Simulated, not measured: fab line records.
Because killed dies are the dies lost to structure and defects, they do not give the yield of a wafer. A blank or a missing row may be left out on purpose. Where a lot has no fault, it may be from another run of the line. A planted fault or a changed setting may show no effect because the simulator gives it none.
Which tool did it? -- flow nand-harc -- 36 wafers from 12 lots sampled at 5 of the route's 1302 steps

WHAT THE GAUGES SHOWED, per wafer
NHARC_END_SORT_01.
lot,measured,on,killed-at-array,killed-at-other,killed-at-periphery,killed-dies,killed-open,killed-short
L109,day 23 21:10,prober-02,67 69 63,0 0 2,7 6 2,74 75 67,3 1 2,2 1 1
L111,day 25 00:46,prober-02,44 53 39,0 0 1,4 3 5,48 56 45,0 3 6,2 2 4
L112,day 25 22:43,prober-02,73 41 47,2 0 1,2 1 2,77 42 50,2 2 3,1 3 4
L114,day 27 01:40,prober-02,33 46 33,0 0 0,3 5 6,36 51 39,3 0 3,2 2 2
L116,day 27 05:46,prober-01,49 51 31,2 2 1,11 4 8,62 57 40,9 5 2,5 3 5
L117,day 27 19:38,prober-02,69 81 63,0 0 0,2 6 2,71 87 65,2 8 1,1 3 2
L119,day 28 07:35,prober-01,51 39 67,3 2 0,9 9 11,63 50 78,3 3 7,1 3 4
L121,day 28 20:31,prober-02,40 41 42,2 0 0,3 2 5,45 43 47,2 3 1,3 2 2
L122,day 30 11:25,prober-01,47 60 63,1 1 0,2 3 3,50 64 66,1 3 7,1 2 4
L127,day 32 20:58,prober-02,37 25 499,0 1 3,4 8 8,41 34 510,3 1 2,3 3 2
L130,day 33 05:41,prober-02,45 39 583,0 2 4,2 8 2,47 49 589,1 6 1,1 3 1
L132,day 33 21:40,prober-01,43 37 50,0 0 0,3 3 2,46 40 52,4 2 2,3 1 1

EACH LOT AND THE TOOL THAT RAN IT (in order: tool; ch and the chambers of the sampled wafers; start)
lot,NHARC_A_STAIRCASE_ETCH_223,NHARC_A_STAIRCASE_TRIM_229,NHARC_A_STAIRCASE_ETCH_230,NHARC_A_STAIRCASE_ETCH_234
L109,"rie-diel-05 ch 0,3, day 15 20:19 or earlier","rie-diel-10 ch 0,2,3, day 15 20:19","rie-diel-10 ch 1,2, day 23 21:10 or earlier","rie-diel-10 ch 0,1,2, day 23 21:10 or earlier"
L111,"rie-diel-10 ch 2,3, day 16 22:02 or earlier","rie-diel-05 ch 1,2,3, day 16 22:02","rie-diel-05 ch 1,2,3, day 25 00:46 or earlier","rie-diel-05 ch 0,2, day 25 00:46 or earlier"
L112,"rie-diel-05 ch 2,3, day 17 17:19 or earlier","rie-diel-05 ch 1,2,3, day 17 17:19","rie-diel-05 ch 2,3, day 25 22:43 or earlier","rie-diel-05 ch 0,1,2, day 25 22:43 or earlier"
L114,"rie-diel-04 ch 0,1,3, day 18 07:46 or earlier","rie-diel-10 ch 0,2,3, day 18 07:46","rie-diel-10 ch 0,2,3, day 27 01:40 or earlier","rie-diel-10 ch 0,2,3, day 27 01:40 or earlier"
L116,"rie-diel-05 ch 1,2, day 18 18:23 or earlier","rie-diel-04 ch 0,2,3, day 18 18:23","rie-diel-04 ch 1,2,3, day 27 05:46 or earlier","rie-diel-04 ch 0,2,3, day 27 05:46 or earlier"
L117,"rie-diel-04 ch 0,1,3, day 19 05:35 or earlier","rie-diel-05 ch 0,1, day 19 05:35","rie-diel-05 ch 0,3, day 27 19:38 or earlier","rie-diel-05 ch 0,1,2, day 27 19:38 or earlier"
L119,"rie-diel-04 ch 0,1,3, day 20 03:47 or earlier","rie-diel-04 ch 0,2,3, day 20 03:47","rie-diel-04 ch 0,1,2, day 28 07:35 or earlier","rie-diel-04 ch 0,1,3, day 28 07:35 or earlier"
L121,"rie-diel-04 ch 0,1,2, day 20 10:09 or earlier","rie-diel-10 ch 0,1,3, day 20 10:09","rie-diel-10 ch 1,2,3, day 28 20:31 or earlier","rie-diel-10 ch 0,2,3, day 28 20:31 or earlier"
L122,"rie-diel-05 ch 0,2,3, day 22 00:23 or earlier","rie-diel-05 ch 1,3, day 22 00:23","rie-diel-05 ch 0,2, day 30 11:25 or earlier","rie-diel-05 ch 0,2,3, day 30 11:25 or earlier"
L127,"rie-diel-05 ch 1,2,3, day 24 00:23 or earlier","rie-diel-10 ch 1,2,3, day 24 00:23","rie-diel-10 ch 0,2,3, day 32 20:58 or earlier","rie-diel-10 ch 0,2,3, day 32 20:58 or earlier"
L130,"rie-diel-10 ch 0,1,2, day 24 13:36 or earlier","rie-diel-10 ch 0,2,3, day 24 13:36","rie-diel-10 ch 1,2,3, day 33 05:41 or earlier","rie-diel-10 ch 2,3, day 33 05:41 or earlier"
L132,"rie-diel-04 ch 0,1,3, day 25 16:32 or earlier","rie-diel-04 ch 0,1, day 25 16:32","rie-diel-04 ch 0,1,2, day 33 21:40 or earlier","rie-diel-04 ch 2,3, day 33 21:40 or earlier"
- NHARC_A_STAIRCASE_ETCH_223: etches the open film in C4F8/O2, target depth 100 nm, time 40.5 s.
- NHARC_A_STAIRCASE_TRIM_229: chemistry O2, time 211.2 s.
- NHARC_A_STAIRCASE_ETCH_230: etches the open film in C4F8/O2, target depth 100 nm, time 40.5 s.
- NHARC_A_STAIRCASE_ETCH_234: etches the open film in C4F8/O2, target depth 100 nm, time 40.5 s.

AS READ BY THE TOOLS THEMSELVES (means over the sampled wafers that have a number; for cases with no such wafer, the mark the record gives instead)
NHARC_A_STAIRCASE_ETCH_223.
lot,tool,oes-product-au (a.u.),rf-vpp-V (V)
L109,rie-diel-05,0.931,903
L111,rie-diel-10,0.929,890
L112,rie-diel-05,0.930,902
L114,rie-diel-04,0.932,895
L116,rie-diel-05,0.943,892
L117,rie-diel-04,0.944,896
L119,rie-diel-04,0.940,895
L121,rie-diel-04,0.947,891
L122,rie-diel-05,0.923,898
L127,rie-diel-05,0.951,896
L130,rie-diel-10,0.935,890
L132,rie-diel-04,0.945,894

NHARC_A_STAIRCASE_TRIM_229.
lot,tool,drypump-motor-current-A (A),oes-product-au (a.u.),rf-vpp-V (V),showerhead-plenum-p-Torr (Torr),throttle-valve-pct (%)
L109,rie-diel-10,5.9,0.996,57.4,3.38,17.038
L111,rie-diel-05,5.5,0.994,57.6,3.56,17.037
L112,rie-diel-05,5.4,0.987,57.5,3.56,17.033
L114,rie-diel-10,5.9,0.989,57.6,3.37,17.028
L116,rie-diel-04,5.9,1.005,57.4,3.42,17.035
L117,rie-diel-05,5.3,1.007,58.0,3.48,17.031
L119,rie-diel-04,5.9,1.005,58.1,3.41,17.036
L121,rie-diel-10,5.8,0.993,57.6,3.48,17.029
L122,rie-diel-05,5.3,0.991,57.8,3.53,17.037
L127,rie-diel-10,5.6,1.057,58.0,3.46,17.039
L130,rie-diel-10,5.9,1.056,57.1,3.34,17.039
L132,rie-diel-04,6.2,1.004,57.8,3.48,17.031

NHARC_A_STAIRCASE_ETCH_230.
lot,tool,oes-product-au (a.u.),rf-vpp-V (V)
L109,rie-diel-10,0.969,897
L111,rie-diel-05,0.958,896
L112,rie-diel-05,0.950,898
L114,rie-diel-10,0.915,890
L116,rie-diel-04,0.967,895
L117,rie-diel-05,0.938,900
L119,rie-diel-04,0.959,891
L121,rie-diel-10,0.966,894
L122,rie-diel-05,0.956,893
L127,rie-diel-10,0.976,889
L130,rie-diel-10,0.933,894
L132,rie-diel-04,0.939,891

NHARC_A_STAIRCASE_ETCH_234.
lot,tool,oes-product-au (a.u.),rf-vpp-V (V)
L109,rie-diel-10,0.924,893
L111,rie-diel-05,0.952,898
L112,rie-diel-05,0.943,895
L114,rie-diel-10,0.921,890
L116,rie-diel-04,0.965,892
L117,rie-diel-05,0.954,895
L119,rie-diel-04,0.946,896
L121,rie-diel-10,0.946,890
L122,rie-diel-05,0.942,898
L127,rie-diel-10,0.948,888
L130,rie-diel-10,0.934,892
L132,rie-diel-04,0.944,891

THE ANSWER, worked out from the rows above alone
Rule: usual is defined by the lots themselves. The widest of any qualifying gaps counts: lots, ordered by their means at a reading, are off when they make up no more than a third of the lots, leave a main group of 4 or more, and stand apart from it by 3 or more times the standard deviation of that group's means. Not used: any main group whose means are identical at the precision the tables above print for the reading. A lot without any number at a reading at which 4 lots or more have one is off too. The other lots that the step has rows for count as sound. Order of review: gauges by route order, followed by the tools' own readings, for which a lot's mean as printed above is used. At the first step where some lot is off, the reading lying furthest off is the one used; lots without a number count as furthest.
Off: L127, L130 (NHARC_END_SORT_01, killed-dies). The main group has a mean of 56 with a standard deviation of 11.
If a tool, at a process step before that reading, ran all the lots that are off and no sound lot after the first of them, it fits. Not tried: the gauges at NHARC_END_SORT_01; whatever is off there is also off at NHARC_A_STAIRCASE_TRIM_229, on other tools, and gauge error can't account for it. With no start given for some of its lots, NHARC_A_STAIRCASE_ETCH_223 uses the hours and lot order of NHARC_A_STAIRCASE_TRIM_229. With no start given for some of its lots, NHARC_A_STAIRCASE_ETCH_230 uses the hours and lot order of NHARC_END_SORT_01. With no start given for some of its lots, NHARC_A_STAIRCASE_ETCH_234 uses the hours and lot order of NHARC_END_SORT_01. One fits: rie-diel-10 at NHARC_A_STAIRCASE_TRIM_229 and NHARC_A_STAIRCASE_ETCH_230 and NHARC_A_STAIRCASE_ETCH_234. At NHARC_A_STAIRCASE_TRIM_229 its last sound lot is L121 (day 20 10:09), its first lot that is off L127 (day 24 00:23): a fault that began between those two fits.
On the lots that are off, the tool's own readings at NHARC_A_STAIRCASE_TRIM_229 differ by more than 5 times the standard deviation of the sound lots' means, which bears it out; oes-product-au reads 1.056 a.u. there versus 0.997 a.u. on the sound lots.

WHAT THE SIMULATOR HAD PUT IN
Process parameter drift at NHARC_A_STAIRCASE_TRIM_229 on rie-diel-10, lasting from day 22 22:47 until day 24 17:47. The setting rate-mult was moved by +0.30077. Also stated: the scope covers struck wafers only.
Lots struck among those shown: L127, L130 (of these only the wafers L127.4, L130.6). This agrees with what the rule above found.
